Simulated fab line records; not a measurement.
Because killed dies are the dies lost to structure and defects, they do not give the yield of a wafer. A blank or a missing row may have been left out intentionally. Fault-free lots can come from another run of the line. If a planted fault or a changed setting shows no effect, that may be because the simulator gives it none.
Which tool is to blame? :: flow nand-harc :: 24 lots, 72 wafers sampled, at 3 steps of a route of 1302

== WHAT EACH GAUGE READ, for each wafer ==
NHARC_A_SGD_CUT_OVL_MEAS_10.
lot: L075
measured: day 19 16:16
on: overlay-01
overlay-x-nm (nm): 0.0 0.0 -0.3
overlay-y-nm (nm): 1.1 1.1 1.3

lot: L074
measured: day 19 22:05
on: overlay-01
overlay-x-nm (nm): -0.8 -1.6 -0.9
overlay-y-nm (nm): -0.5 0.4 0.2

lot: L076
measured: day 20 01:35
on: overlay-01
overlay-x-nm (nm): -0.3 -0.1 -0.8
overlay-y-nm (nm): -0.9 -1.5 -1.3

lot: L077
measured: day 20 11:13
on: overlay-02
overlay-x-nm (nm): 0.8 0.9 0.6
overlay-y-nm (nm): -0.6 -0.4 -0.1

lot: L079
measured: day 20 11:23
on: overlay-02
overlay-x-nm (nm): 0.1 0.1 -0.4
overlay-y-nm (nm): -2.2 -2.4 -1.8

lot: L078
measured: day 20 21:38
on: overlay-02
overlay-x-nm (nm): 0.7 0.1 0.4
overlay-y-nm (nm): 0.0 0.8 0.3

lot: L080
measured: day 21 16:43
on: overlay-01
overlay-x-nm (nm): 0.7 0.3 0.5
overlay-y-nm (nm): -0.5 0.3 -0.3

lot: L081
measured: day 21 16:33
on: overlay-02
overlay-x-nm (nm): -1.1 -0.6 -0.6
overlay-y-nm (nm): -1.5 -2.1 -1.5

lot: L082
measured: day 22 12:59
on: overlay-01
overlay-x-nm (nm): -1.0 -0.8 -1.0
overlay-y-nm (nm): -0.8 -0.8 -0.8

lot: L084
measured: day 23 06:31
on: overlay-02
overlay-x-nm (nm): -0.3 0.1 0.3
overlay-y-nm (nm): 0.7 0.1 0.9

lot: L083
measured: day 23 06:22
on: overlay-01
overlay-x-nm (nm): -1.0 -0.7 -0.4
overlay-y-nm (nm): 0.6 0.8 0.7

lot: L085
measured: day 23 17:19
on: overlay-02
overlay-x-nm (nm): 1.0 1.4 1.0
overlay-y-nm (nm): -1.0 -1.4 -1.1

lot: L086
measured: day 24 07:49
on: overlay-02
overlay-x-nm (nm): 0.7 1.2 0.9
overlay-y-nm (nm): -0.2 -0.3 0.6

lot: L087
measured: day 24 08:32
on: overlay-02
overlay-x-nm (nm): -0.9 -0.8 -0.8
overlay-y-nm (nm): -0.6 -0.7 -0.5

lot: L088
measured: day 24 22:49
on: overlay-02
overlay-x-nm (nm): 0.5 -0.4 0.0
overlay-y-nm (nm): -0.3 -0.6 -1.1

lot: L089
measured: day 25 09:12
on: overlay-02
overlay-x-nm (nm): 0.3 0.4 0.1
overlay-y-nm (nm): -0.2 -0.6 -1.0

lot: L090
measured: day 25 22:22
on: overlay-01
overlay-x-nm (nm): -1.0 -0.1 0.5
overlay-y-nm (nm): -0.3 -0.4 -0.1

lot: L092
measured: day 26 13:17
on: overlay-02
overlay-x-nm (nm): -0.9 -1.1 -0.8
overlay-y-nm (nm): 1.0 0.7 1.1

lot: L091
measured: day 26 12:41
on: overlay-02
overlay-x-nm (nm): -0.3 0.1 0.0
overlay-y-nm (nm): -0.4 -0.2 -0.4

lot: L093
measured: day 27 09:33
on: overlay-01
overlay-x-nm (nm): -0.3 0.1 0.9
overlay-y-nm (nm): -1.5 -1.2 -1.2

lot: L095
measured: day 27 12:36
on: overlay-02
overlay-x-nm (nm): -0.4 -0.3 -0.4
overlay-y-nm (nm): -0.7 -1.1 -0.4

lot: L094
measured: day 27 13:11
on: overlay-01
overlay-x-nm (nm): -0.3 -0.2 -0.6
overlay-y-nm (nm): 0.3 0.5 -0.2

lot: L096
measured: day 27 12:25
on: overlay-01
overlay-x-nm (nm): -1.1 -1.0 -0.6
overlay-y-nm (nm): -0.2 -0.7 -0.3

lot: L097
measured: day 28 06:29
on: overlay-01
overlay-x-nm (nm): -0.3 0.0 -0.2
overlay-y-nm (nm): 0.3 0.7 0.2

== TOOL THAT RAN EACH LOT (tool first, then ch and the chambers of the sampled wafers, then the start) ==
lot: L075
NHARC_A_STAIRCASE_ETCH_444: rie-diel-06 ch 1,2,3, day 19 09:17
NHARC_A_STAIRCASE_STRIP_475: rie-diel-11 ch 0,2, day 19 14:40

lot: L074
NHARC_A_STAIRCASE_ETCH_444: rie-diel-06 ch 0,2,3, day 19 14:14
NHARC_A_STAIRCASE_STRIP_475: rie-diel-06 ch 0,1,2, day 19 22:05 or earlier

lot: L076
NHARC_A_STAIRCASE_ETCH_444: rie-diel-01 ch 1,2,3, day 19 17:23
NHARC_A_STAIRCASE_STRIP_475: rie-diel-11 ch 1,2, day 20 01:35 or earlier

lot: L077
NHARC_A_STAIRCASE_ETCH_444: rie-diel-06 ch 1,2,3, day 20 03:18
NHARC_A_STAIRCASE_STRIP_475: rie-diel-11 ch 0,1,2, day 20 11:13 or earlier

lot: L079
NHARC_A_STAIRCASE_ETCH_444: rie-diel-11 ch 0,2,3, day 20 04:25
NHARC_A_STAIRCASE_STRIP_475: rie-diel-01 ch 0,1,3, day 20 09:47

lot: L078
NHARC_A_STAIRCASE_ETCH_444: rie-diel-11 ch 0,1, day 20 14:15
NHARC_A_STAIRCASE_STRIP_475: rie-diel-01 ch 1,2,3, day 20 21:38 or earlier

lot: L080
NHARC_A_STAIRCASE_ETCH_444: rie-diel-11 ch 1,3, day 21 08:47
NHARC_A_STAIRCASE_STRIP_475: rie-diel-11 ch 1,2,3, day 21 16:43 or earlier

lot: L081
NHARC_A_STAIRCASE_ETCH_444: rie-diel-01 ch 0,2,3, day 21 09:35
NHARC_A_STAIRCASE_STRIP_475: rie-diel-01 ch 0,1,3, day 21 16:33 or earlier

lot: L082
NHARC_A_STAIRCASE_ETCH_444: rie-diel-01 ch 0,1,2, day 22 05:45
NHARC_A_STAIRCASE_STRIP_475: rie-diel-11 ch 1,2,3, day 22 12:59 or earlier

lot: L084
NHARC_A_STAIRCASE_ETCH_444: rie-diel-06 ch 0,1,3, day 22 22:30
NHARC_A_STAIRCASE_STRIP_475: rie-diel-11 ch 0,1,2, day 23 06:31 or earlier

lot: L083
NHARC_A_STAIRCASE_ETCH_444: rie-diel-11 ch 0,1,2, day 22 22:57
NHARC_A_STAIRCASE_STRIP_475: rie-diel-01 ch 0,1,2, day 23 06:22 or earlier

lot: L085
NHARC_A_STAIRCASE_ETCH_444: rie-diel-06 ch 0,1,3, day 23 09:39
NHARC_A_STAIRCASE_STRIP_475: rie-diel-01 ch 0,1,2, day 23 17:19 or earlier

lot: L086
NHARC_A_STAIRCASE_ETCH_444: rie-diel-01 ch 0,3, day 23 23:56
NHARC_A_STAIRCASE_STRIP_475: rie-diel-01 ch 0,3, day 24 07:49 or earlier

lot: L087
NHARC_A_STAIRCASE_ETCH_444: rie-diel-06 ch 1,2, day 24 01:01
NHARC_A_STAIRCASE_STRIP_475: rie-diel-01 ch 1,2,3, day 24 08:32 or earlier

lot: L088
NHARC_A_STAIRCASE_ETCH_444: rie-diel-06 ch 0,3, day 24 15:35
NHARC_A_STAIRCASE_STRIP_475: rie-diel-06 ch 0,1,3, day 24 22:49 or earlier

lot: L089
NHARC_A_STAIRCASE_ETCH_444: rie-diel-01 ch 0,2,3, day 25 02:42
NHARC_A_STAIRCASE_STRIP_475: rie-diel-01 ch 0,2,3, day 25 09:12 or earlier

lot: L090
NHARC_A_STAIRCASE_ETCH_444: rie-diel-06 ch 0,2, day 25 14:12
NHARC_A_STAIRCASE_STRIP_475: rie-diel-06 ch 0,1,2, day 25 20:19

lot: L092
NHARC_A_STAIRCASE_ETCH_444: rie-diel-11 ch 0,1,3, day 26 05:29
NHARC_A_STAIRCASE_STRIP_475: rie-diel-06 ch 1,3, day 26 13:17 or earlier

lot: L091
NHARC_A_STAIRCASE_ETCH_444: rie-diel-06 ch 1,2,3, day 26 05:42
NHARC_A_STAIRCASE_STRIP_475: rie-diel-06 ch 0,1,2, day 26 12:41 or earlier

lot: L093
NHARC_A_STAIRCASE_ETCH_444: rie-diel-06 ch 1,3, day 27 00:41
NHARC_A_STAIRCASE_STRIP_475: rie-diel-01 ch 0,2,3, day 27 09:33 or earlier

lot: L095
NHARC_A_STAIRCASE_ETCH_444: rie-diel-11 ch 0,3, day 27 04:34
NHARC_A_STAIRCASE_STRIP_475: rie-diel-06 ch 0,2, day 27 12:36 or earlier

lot: L094
NHARC_A_STAIRCASE_ETCH_444: rie-diel-06 ch 0,1,2, day 27 05:07
NHARC_A_STAIRCASE_STRIP_475: rie-diel-06 ch 0,1,3, day 27 13:11 or earlier

lot: L096
NHARC_A_STAIRCASE_ETCH_444: rie-diel-01 ch 1,2,3, day 27 06:01
NHARC_A_STAIRCASE_STRIP_475: rie-diel-11 ch 0,1,2, day 27 12:25 or earlier

lot: L097
NHARC_A_STAIRCASE_ETCH_444: rie-diel-06 ch 1,2,3, day 27 22:37
NHARC_A_STAIRCASE_STRIP_475: rie-diel-11 ch 0,1,3, day 28 06:29 or earlier
- NHARC_A_STAIRCASE_ETCH_444: etches the open film in C4F8/O2, target depth 20400 nm, time 6800 s.
- NHARC_A_STAIRCASE_STRIP_475: strips in O2, time 20 s.

== WHAT THE TOOLS THEMSELVES READ (means of the sampled wafers that have a number; where no wafer has one, the mark that the record gives instead) ==
NHARC_A_STAIRCASE_ETCH_444.
lot: L075
tool: rie-diel-06
oes-product-au (a.u.): 0.929
rf-fwd-power-W (W): 598.9
rf-vpp-V (V): 800

lot: L074
tool: rie-diel-06
oes-product-au (a.u.): 0.928
rf-fwd-power-W (W): 598.7
rf-vpp-V (V): 801

lot: L076
tool: rie-diel-01
oes-product-au (a.u.): 0.923
rf-fwd-power-W (W): 599.5
rf-vpp-V (V): 811

lot: L077
tool: rie-diel-06
oes-product-au (a.u.): 0.939
rf-fwd-power-W (W): 599.4
rf-vpp-V (V): 800

lot: L079
tool: rie-diel-11
oes-product-au (a.u.): 0.980
rf-fwd-power-W (W): 599.1
rf-vpp-V (V): 805

lot: L078
tool: rie-diel-11
oes-product-au (a.u.): 0.950
rf-fwd-power-W (W): 601.8
rf-vpp-V (V): 808

lot: L080
tool: rie-diel-11
oes-product-au (a.u.): 0.943
rf-fwd-power-W (W): 598.0
rf-vpp-V (V): 808

lot: L081
tool: rie-diel-01
oes-product-au (a.u.): 0.933
rf-fwd-power-W (W): 599.6
rf-vpp-V (V): 810

lot: L082
tool: rie-diel-01
oes-product-au (a.u.): 0.938
rf-fwd-power-W (W): 598.4
rf-vpp-V (V): 813

lot: L084
tool: rie-diel-06
oes-product-au (a.u.): 0.955
rf-fwd-power-W (W): 598.4
rf-vpp-V (V): 811

lot: L083
tool: rie-diel-11
oes-product-au (a.u.): 0.917
rf-fwd-power-W (W): 599.4
rf-vpp-V (V): 808

lot: L085
tool: rie-diel-06
oes-product-au (a.u.): 0.965
rf-fwd-power-W (W): 600.5
rf-vpp-V (V): 811

lot: L086
tool: rie-diel-01
oes-product-au (a.u.): 0.930
rf-fwd-power-W (W): 598.7
rf-vpp-V (V): 809

lot: L087
tool: rie-diel-06
oes-product-au (a.u.): 0.947
rf-fwd-power-W (W): 600.5
rf-vpp-V (V): 812

lot: L088
tool: rie-diel-06
oes-product-au (a.u.): 0.934
rf-fwd-power-W (W): 602.4
rf-vpp-V (V): 810

lot: L089
tool: rie-diel-01
oes-product-au (a.u.): 0.967
rf-fwd-power-W (W): 600.0
rf-vpp-V (V): 809

lot: L090
tool: rie-diel-06
oes-product-au (a.u.): 0.938
rf-fwd-power-W (W): 600.6
rf-vpp-V (V): 802

lot: L092
tool: rie-diel-11
oes-product-au (a.u.): 0.928
rf-fwd-power-W (W): 602.1
rf-vpp-V (V): 807

lot: L091
tool: rie-diel-06
oes-product-au (a.u.): 0.936
rf-fwd-power-W (W): 599.7
rf-vpp-V (V): 811

lot: L093
tool: rie-diel-06
oes-product-au (a.u.): 0.938
rf-fwd-power-W (W): 600.2
rf-vpp-V (V): 816

lot: L095
tool: rie-diel-11
oes-product-au (a.u.): 0.963
rf-fwd-power-W (W): 599.7
rf-vpp-V (V): 803

lot: L094
tool: rie-diel-06
oes-product-au (a.u.): 0.919
rf-fwd-power-W (W): 601.1
rf-vpp-V (V): 806

lot: L096
tool: rie-diel-01
oes-product-au (a.u.): 0.933
rf-fwd-power-W (W): 600.2
rf-vpp-V (V): 811

lot: L097
tool: rie-diel-06
oes-product-au (a.u.): 0.933
rf-fwd-power-W (W): 600.4
rf-vpp-V (V): 811

NHARC_A_STAIRCASE_STRIP_475.
lot: L075
tool: rie-diel-11
drypump-motor-current-A (A): 5.1
oes-product-au (a.u.): 1.013
rf-vpp-V (V): 58.0
showerhead-plenum-p-Torr (Torr): 3.48
throttle-valve-pct (%): 17.044

lot: L074
tool: rie-diel-06
drypump-motor-current-A (A): 5.8
oes-product-au (a.u.): 1.008
rf-vpp-V (V): 57.6
showerhead-plenum-p-Torr (Torr): 3.35
throttle-valve-pct (%): 17.037

lot: L076
tool: rie-diel-11
drypump-motor-current-A (A): 5.6
oes-product-au (a.u.): 0.985
rf-vpp-V (V): 58.2
showerhead-plenum-p-Torr (Torr): 3.61
throttle-valve-pct (%): 17.042

lot: L077
tool: rie-diel-11
drypump-motor-current-A (A): 5.2
oes-product-au (a.u.): 0.991
rf-vpp-V (V): 57.2
showerhead-plenum-p-Torr (Torr): 3.59
throttle-valve-pct (%): 17.035

lot: L079
tool: rie-diel-01
drypump-motor-current-A (A): 5.6
oes-product-au (a.u.): 1.011
rf-vpp-V (V): 58.1
showerhead-plenum-p-Torr (Torr): 3.64
throttle-valve-pct (%): 17.042

lot: L078
tool: rie-diel-01
drypump-motor-current-A (A): 5.9
oes-product-au (a.u.): 0.995
rf-vpp-V (V): 57.9
showerhead-plenum-p-Torr (Torr): 3.67
throttle-valve-pct (%): 17.049

lot: L080
tool: rie-diel-11
drypump-motor-current-A (A): 5.4
oes-product-au (a.u.): 0.992
rf-vpp-V (V): 58.4
showerhead-plenum-p-Torr (Torr): 3.58
throttle-valve-pct (%): 17.046

lot: L081
tool: rie-diel-01
drypump-motor-current-A (A): 5.6
oes-product-au (a.u.): 0.995
rf-vpp-V (V): 57.5
showerhead-plenum-p-Torr (Torr): 3.64
throttle-valve-pct (%): 17.037

lot: L082
tool: rie-diel-11
drypump-motor-current-A (A): 5.4
oes-product-au (a.u.): 0.986
rf-vpp-V (V): 57.5
showerhead-plenum-p-Torr (Torr): 3.58
throttle-valve-pct (%): 17.025

lot: L084
tool: rie-diel-11
drypump-motor-current-A (A): 5.2
oes-product-au (a.u.): 1.004
rf-vpp-V (V): 57.7
showerhead-plenum-p-Torr (Torr): 3.58
throttle-valve-pct (%): 17.035

lot: L083
tool: rie-diel-01
drypump-motor-current-A (A): 5.9
oes-product-au (a.u.): 1.004
rf-vpp-V (V): 59.0
showerhead-plenum-p-Torr (Torr): 3.71
throttle-valve-pct (%): 17.038

lot: L085
tool: rie-diel-01
drypump-motor-current-A (A): 5.9
oes-product-au (a.u.): 0.994
rf-vpp-V (V): 58.6
showerhead-plenum-p-Torr (Torr): 3.71
throttle-valve-pct (%): 17.044

lot: L086
tool: rie-diel-01
drypump-motor-current-A (A): 5.8
oes-product-au (a.u.): 1.009
rf-vpp-V (V): 57.7
showerhead-plenum-p-Torr (Torr): 3.57
throttle-valve-pct (%): 17.034

lot: L087
tool: rie-diel-01
drypump-motor-current-A (A): 5.9
oes-product-au (a.u.): 0.999
rf-vpp-V (V): 58.1
showerhead-plenum-p-Torr (Torr): 3.65
throttle-valve-pct (%): 17.037

lot: L088
tool: rie-diel-06
drypump-motor-current-A (A): 5.8
oes-product-au (a.u.): 0.995
rf-vpp-V (V): 57.3
showerhead-plenum-p-Torr (Torr): 3.62
throttle-valve-pct (%): 17.033

lot: L089
tool: rie-diel-01
drypump-motor-current-A (A): 6.1
oes-product-au (a.u.): 1.008
rf-vpp-V (V): 57.5
showerhead-plenum-p-Torr (Torr): 3.60
throttle-valve-pct (%): 17.040

lot: L090
tool: rie-diel-06
drypump-motor-current-A (A): 5.8
oes-product-au (a.u.): 0.997
rf-vpp-V (V): 57.3
showerhead-plenum-p-Torr (Torr): 3.51
throttle-valve-pct (%): 17.025

lot: L092
tool: rie-diel-06
drypump-motor-current-A (A): 5.8
oes-product-au (a.u.): 1.027
rf-vpp-V (V): 57.9
showerhead-plenum-p-Torr (Torr): 3.79
throttle-valve-pct (%): 17.042

lot: L091
tool: rie-diel-06
drypump-motor-current-A (A): 5.8
oes-product-au (a.u.): 1.002
rf-vpp-V (V): 57.3
showerhead-plenum-p-Torr (Torr): 3.50
throttle-valve-pct (%): 17.032

lot: L093
tool: rie-diel-01
drypump-motor-current-A (A): 6.1
oes-product-au (a.u.): 0.997
rf-vpp-V (V): 57.5
showerhead-plenum-p-Torr (Torr): 3.59
throttle-valve-pct (%): 17.025

lot: L095
tool: rie-diel-06
drypump-motor-current-A (A): 5.6
oes-product-au (a.u.): 1.015
rf-vpp-V (V): 57.2
showerhead-plenum-p-Torr (Torr): 3.38
throttle-valve-pct (%): 17.045

lot: L094
tool: rie-diel-06
drypump-motor-current-A (A): 5.8
oes-product-au (a.u.): 0.992
rf-vpp-V (V): 57.4
showerhead-plenum-p-Torr (Torr): 3.61
throttle-valve-pct (%): 17.039

lot: L096
tool: rie-diel-11
drypump-motor-current-A (A): 5.2
oes-product-au (a.u.): 1.012
rf-vpp-V (V): 57.9
showerhead-plenum-p-Torr (Torr): 3.56
throttle-valve-pct (%): 17.037

lot: L097
tool: rie-diel-11
drypump-motor-current-A (A): 5.0
oes-product-au (a.u.): 1.007
rf-vpp-V (V): 57.7
showerhead-plenum-p-Torr (Torr): 3.54
throttle-valve-pct (%): 17.037

== THE ANSWER, worked out from the rows above alone ==
Rule: what is usual is taken from the lots themselves. The widest of any qualifying gaps counts: lots, ordered by their means at a reading, are off when they make up no more than a third of the lots, leave a main group of 4 or more, and stand apart from it by 3 or more times the standard deviation of that group's means. If all means in a main group match to the digits the tables above print for the reading, that group is not used. Also off: a lot with no number at a reading for which 4 or more lots have one. The other lots that the step has rows for count as sound. The gauges are gone through in route order, then the tools' own readings, and for those a lot's mean is taken as printed above. The first step at which some lot is off is used, and at that step the reading that is off furthest; a lot without a number counts as furthest.
No lot is off on any of the readings shown, so nothing can be concluded from this.

== WHAT THE SIMULATOR HAD PUT IN ==
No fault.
